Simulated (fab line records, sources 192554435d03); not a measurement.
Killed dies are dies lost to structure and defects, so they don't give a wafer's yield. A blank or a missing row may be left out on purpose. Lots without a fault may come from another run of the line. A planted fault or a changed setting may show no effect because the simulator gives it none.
fab line records | flow n5_finfet | part 2 of 2: steps 15 to 28 of 28
record lots=5 wafers=15 last_day=14
route steps=1938 shown FIN_SAQP@133 FIN_CUT@154
lots that met no fault: from a run of the same line without faults
start_h: hours from the record's first day to the start of the lot's first wafer shown | wait_h: hours since the lot's step before | " the same as in the row above | L1.1+2: a row that stands for several wafers | - no value, or no start given | * or withheld: withheld | < > ~ a bound
route shown NAME@n: a module of which the file shows steps, and the number in the route of the first | usual: mean/standard deviation of fault-free wafers | same: alike in all rows | chamber/n: place in a boat | sites: the reading at each site | _std_site: their standard deviation | _edge_site: outer sites' mean less inner sites' | radius_mm: how far each site lies from the wafer's centre | mask NAME#n: copy n | behind: the tool/chamber that last shaped the wafer | hold: why the lot was held/for how many hours/how that ended | device: the transistor (n, p or np) that didn't switch | end of line: the same wafers' tests at the end of the route | a step without rows: its recipe alone | killed: dies lost to structure and defects at the first sort, not the wafer's yield | map: a wafer's dies, x killed, . not, _ none there
set.NAME: the setting as run; set.NAME@STEP: as run at that earlier step | model.NAME: the simulator's own value behind a step, which no gauge read
lots at some steps of the route; a table a step, a row a wafer
services: from which hour (start_h, from the record's first day; less than 0 if before it) a tool's chamber was out of use, for how many hours, and why
## steps
# step N5_FIN_SAQP_FIN_ETCH_36
# recipe chemistry=HBr/Cl2/O2 target_depth_a=1200 mask_material=SiNx time_s=50.4 bias_w=102 pressure_mtorr=10 icp_w=800 HBr_flow_sccm=150 Cl2_flow_sccm=80 O2_flow_sccm=12
# usual drypump_motor_current_A=5.7/0.48 oes_product_au=1.012/0.019 throttle_valve_pct=35.92/0.24
# same time_s=50.4
# columns lot.wafer tool chamber start_h wait_h drypump_motor_current_A oes_product_au rf_hours_counter_h throttle_valve_pct
L074.2 rie_si-04 0 26.48 0.0 5.2 1.022 36 35.93
L074.4 " 2 " " 5.6 1.010 140 35.82
L074.5 " 2 " " 5.6 1.016 - 35.80
L076.1 rie_si-04 2 39.20 0.0 5.6 1.012 140 35.78
L076.4 " 3 " " 5.2 1.024 26 36.20
L076.5 " 0 " " 5.2 1.030 - 35.92
L077.1 rie_si-03 1 47.08 0.0 5.9 1.002 102 35.52
L077.2 " 2 " " 5.8 0.991 26 36.01
L077.5 " 1 " " 5.9 1.008 - 35.52
L082.1 rie_si-03 1 74.49 0.0 5.9 0.996 103 35.54
L082.4 " 3 " " 4.8 1.044 104 35.89
L082.5 " 2 " " 5.8 0.989 - 36.01
L086.1 rie_si-03 2 98.01 0.0 5.8 0.998 27 36.02
L086.4 " 1 " " 5.9 1.006 103 35.52
L086.6 " 3 " " 4.8 1.037 - 35.92
# step N5_FIN_SAQP_CD_MEAS_37
# recipe target_cd_nm=8 polarity=line
# usual cd_nm=8.11/0.25
# columns lot.wafer tool chamber start_h wait_h cd_nm
L074.2 cd_sem-03 - 26.60 0.1 8.32
L074.4 " - " " 7.81
L074.5 " - " " 7.83
L076.1 cd_sem-01 - 39.32 0.1 8.14
L076.4 " - " " 7.94
L076.5 " - " " 8.18
L077.1 cd_sem-03 - 47.19 0.1 8.10
L077.2 " - " " 7.96
L077.5 " - " " 8.36
L082.1 cd_sem-03 - 74.61 0.1 7.90
L082.4 " - " " 7.95
L082.5 " - " " 7.93
L086.1 cd_sem-01 - 98.13 0.1 8.05
L086.4 " - " " 8.22
L086.6 " - " " 8.36
# step N5_FIN_SAQP_PRECLEAN_38
# recipe chemistry=O3/DIW time_s=45 temp_c=22 o3_ppm=10
# same time_s=45
# columns lot.wafer tool chamber start_h wait_h
L074.2+4+5 wet_bench-01 2,3,6 26.64 0.0
L076.1+4+5 wet_bench-01 3,0,4 39.36 0.0
L077.1+2+5 wet_bench-01 1,4,0 47.24 0.0
L082.1+4+5 wet_bench-05 6,7,5 74.65 0.0
L086.1+4+6 wet_bench-01 6,7,1 98.17 0.0
# step N5_FIN_SAQP_PRECLEAN_45
# recipe chemistry=dHF time_s=10 dilution=500:1 temp_c=25
# same time_s=10
# columns lot.wafer tool chamber start_h wait_h
L074.2+4+5 wet_bench-01 2,3,6 26.66 0.0
L076.1+4+5 wet_bench-01 3,0,4 39.37 0.0
L077.1+2+5 wet_bench-01 1,4,0 47.25 0.0
L082.1+4+5 wet_bench-05 6,7,5 74.66 0.0
L086.1+4+6 wet_bench-01 6,7,1 98.18 0.0
# step N5_FIN_SAQP_SRD_39
# recipe dry=ipa_marangoni time_s=30 temp_c=23 rinse_liquid=diw
# same time_s=30
# columns lot.wafer tool chamber start_h wait_h
L074.2+4+5 wet_bench-01 2,3,6 26.66 0.0
L076.1+4+5 wet_bench-01 3,0,4 39.38 0.0
L077.1+2+5 wet_bench-01 1,4,0 47.25 0.0
L082.1+4+5 wet_bench-05 6,7,5 74.67 0.0
L086.1+4+6 wet_bench-01 6,7,1 98.19 0.0
# step N5_FIN_SAQP_OCD_MEAS_76
# usual trench_depth_nm=120.4/1.3
# columns lot.wafer tool chamber start_h wait_h trench_depth_nm
L074.2 ocd-02 - 26.70 0.0 118.6
L074.4 " - " " 117.9
L074.5 " - " " 119.8
L076.1 ocd-02 - 39.42 0.0 119.1
L076.4 " - " " 120.2
L076.5 " - " " 121.2
L077.1 ocd-01 - 47.29 0.0 120.1
L077.2 " - " " 121.6
L077.5 " - " " 120.7
L082.1 ocd-02 - 74.71 0.0 119.5
L082.4 " - " " 122.2
L082.5 " - " " 120.5
L086.1 ocd-01 - 98.23 0.0 121.1
L086.4 " - " " 120.2
L086.6 " - " " 121.4
# step N5_FIN_SAQP_INSPECT_40
# recipe inspect_instrument=brightfield mode=aei
# usual raw_defect_count=214/57
# columns lot.wafer tool chamber start_h wait_h raw_defect_count
L074.2 defect_inspect-01 - 26.73 0.0 199
L074.4 " - " " 135
L074.5 " - " " 179
L076.1 defect_inspect-02 - 39.45 0.0 263
L076.4 " - " " 158
L076.5 " - " " 217
L077.1 defect_inspect-02 - 47.32 0.0 186
L077.2 " - " " 165
L077.5 " - " " 224
L082.1 defect_inspect-02 - 74.74 0.0 339
L082.4 " - " " 242
L082.5 " - " " 309
L086.1 defect_inspect-01 - 98.26 0.0 213
L086.4 " - " " 157
L086.6 " - " " 194
# step N5_FIN_CUT_COAT_18
# recipe resist=SOC temp_c=250 time_s=60 spin_rpm=1500 resist_thk_nm=230
# usual plate_temp_C=249.97/0.15
# same time_s=60
# columns lot.wafer tool chamber start_h wait_h plate_temp_C
L074.2 litho_track-04 0 26.76 0.0 250.07
L074.4 " 0 " " 249.94
L074.5 " 0 " " 249.96
L076.1 litho_track-03 0 39.48 0.0 250.11
L076.4 " 0 " " 250.24
L076.5 " 0 " " 250.06
L077.1 litho_track-04 0 47.36 0.0 249.93
L077.2 " 0 " " 250.04
L077.5 " 0 " " 250.25
L082.1 litho_track-04 0 74.77 0.0 249.93
L082.4 " 0 " " 250.02
L082.5 " 0 " " 250.06
L086.1 litho_track-04 0 98.29 0.0 250.12
L086.4 " 0 " " 249.92
L086.6 " 0 " " 249.98
# step N5_FIN_CUT_COAT_19
# recipe resist=SiARC temp_c=220 time_s=60 spin_rpm=1500 resist_thk_nm=20
# usual plate_temp_C=219.99/0.17
# same time_s=60
# columns lot.wafer tool chamber start_h wait_h plate_temp_C
L074.2 litho_track-04 0 - - 220.08
L074.4 " 0 " " 219.90
L074.5 " 0 " " 219.87
L076.1 litho_track-03 0 - - 220.22
L076.4 " 0 " " 220.10
L076.5 " 0 " " 219.97
L077.1 litho_track-04 0 - - 219.92
L077.2 " 0 " " 220.14
L077.5 " 0 " " 220.06
L082.1 litho_track-04 0 - - 220.02
L082.4 " 0 " " 219.82
L082.5 " 0 " " 220.29
L086.1 litho_track-04 0 - - 219.97
L086.4 " 0 " " 220.23
L086.6 " 0 " " 220.02
# step N5_FIN_CUT_COAT_29
# recipe resist=underlayer temp_c=205 time_s=60 spin_rpm=1500 resist_thk_nm=10
# usual plate_temp_C=204.97/0.15
# same time_s=60
# columns lot.wafer tool chamber start_h wait_h plate_temp_C
L074.2 litho_track-04 0 - - 204.82
L074.4 " 0 " " 204.80
L074.5 " 0 " " 204.65
L076.1 litho_track-03 0 - - 204.64
L076.4 " 0 " " 204.83
L076.5 " 0 " " 204.89
L077.1 litho_track-04 0 - - 205.08
L077.2 " 0 " " 205.22
L077.5 " 0 " " 204.95
L082.1 litho_track-04 0 - - 204.91
L082.4 " 0 " " 204.89
L082.5 " 0 " " 204.72
L086.1 litho_track-04 0 - - 205.01
L086.4 " 0 " " 205.20
L086.6 " 0 " " 205.11
# step N5_FIN_CUT_COAT_02
# recipe resist=CAR-EUV spin_rpm=1500 resist_thk_nm=30
# columns lot.wafer tool chamber start_h wait_h
L074.2+4+5 litho_track-04 0 - -
L076.1+4+5 litho_track-03 0 - -
L077.1+2+5 litho_track-04 0 - -
L082.1+4+5 litho_track-04 0 - -
L086.1+4+6 litho_track-04 0 - -
# step N5_FIN_CUT_EBR_04
# recipe solvent=PGMEA ebr_width_mm=1.5
# columns lot.wafer tool chamber start_h wait_h
L074.2+4+5 litho_track-04 0 - -
L076.1+4+5 litho_track-03 0 - -
L077.1+2+5 litho_track-04 0 - -
L082.1+4+5 litho_track-04 0 - -
L086.1+4+6 litho_track-04 0 - -
# step N5_FIN_CUT_SOFTBAKE_03
# recipe temp_c=110 time_s=60 resist=CAR-EUV
# usual plate_temp_C=110.01/0.14
# same time_s=60
# columns lot.wafer tool chamber start_h wait_h plate_temp_C
L074.2 litho_track-04 0 - - 109.95
L074.4 " 0 " " 110.18
L074.5 " 0 " " 110.21
L076.1 litho_track-03 0 - - 110.08
L076.4 " 0 " " 109.88
L076.5 " 0 " " 109.83
L077.1 litho_track-04 0 - - 110.07
L077.2 " 0 " " 110.05
L077.5 " 0 " " 109.86
L082.1 litho_track-04 0 - - 109.98
L082.4 " 0 " " 110.08
L082.5 " 0 " " 110.04
L086.1 litho_track-04 0 - - 110.07
L086.4 " 0 " " 110.00
L086.6 " 0 " " 109.83
# step N5_FIN_CUT_EXPOSE_05
# recipe mask_id=FIN_CUT na=0.33 source_shape=annular sigma_inner=0.35 sigma_outer=0.8 polarization=unpolarized dose_mj=45.75
# columns lot.wafer tool chamber start_h wait_h mask
L074.2+4+5 euv_scanner-02 0 27.03 - FIN_CUT#0
L076.1+4+5 euv_scanner-02 0 39.62 - FIN_CUT#0
L077.1+2+5 euv_scanner-01 0 47.62 - FIN_CUT#0
L082.1+4+5 euv_scanner-01 0 74.90 - FIN_CUT#0
L086.1+4+6 euv_scanner-02 0 98.55 - FIN_CUT#0
## services
# columns tool chamber start_h hours kind
ald_sin-02 - 4.32 2.8 pm
euv_scanner-02 - 4.36 5.8 pm
ald_sin-04 1 9.93 8.6 repair
euv_scanner-01 - 10.15 1.0 pm
euv_scanner-02 - 11.16 1.0 pm
euv_scanner-02 - 16.90 0.4 repair
rie_diel-02 - 21.43 1.6 repair
ald_sin-04 0 29.66 4.2 repair
rie_diel-02 3 29.96 10.2 repair
ald_sin-03 0 30.98 4.2 repair
rie_si-03 - 32.69 2.8 pm
euv_scanner-02 - 40.06 4.6 pm
rie_si-03 0 51.45 1.3 repair
rie_si-03 - 54.70 14.6 pm
rie_si-04 - 56.83 10.6 repair
euv_scanner-01 - 58.18 1.9 repair
euv_scanner-01 - 60.63 1.0 pm
rie_diel-06 - 60.80 0.3 repair
wet_bench-05 - 61.33 4.4 pm
euv_scanner-02 - 61.64 1.0 pm
euv_scanner-01 - 67.04 0.3 repair
ald_sin-04 - 73.66 6.1 pm
ald_sin-02 3 84.38 4.8 repair
ald_sin-03 - 87.07 14.0 pm
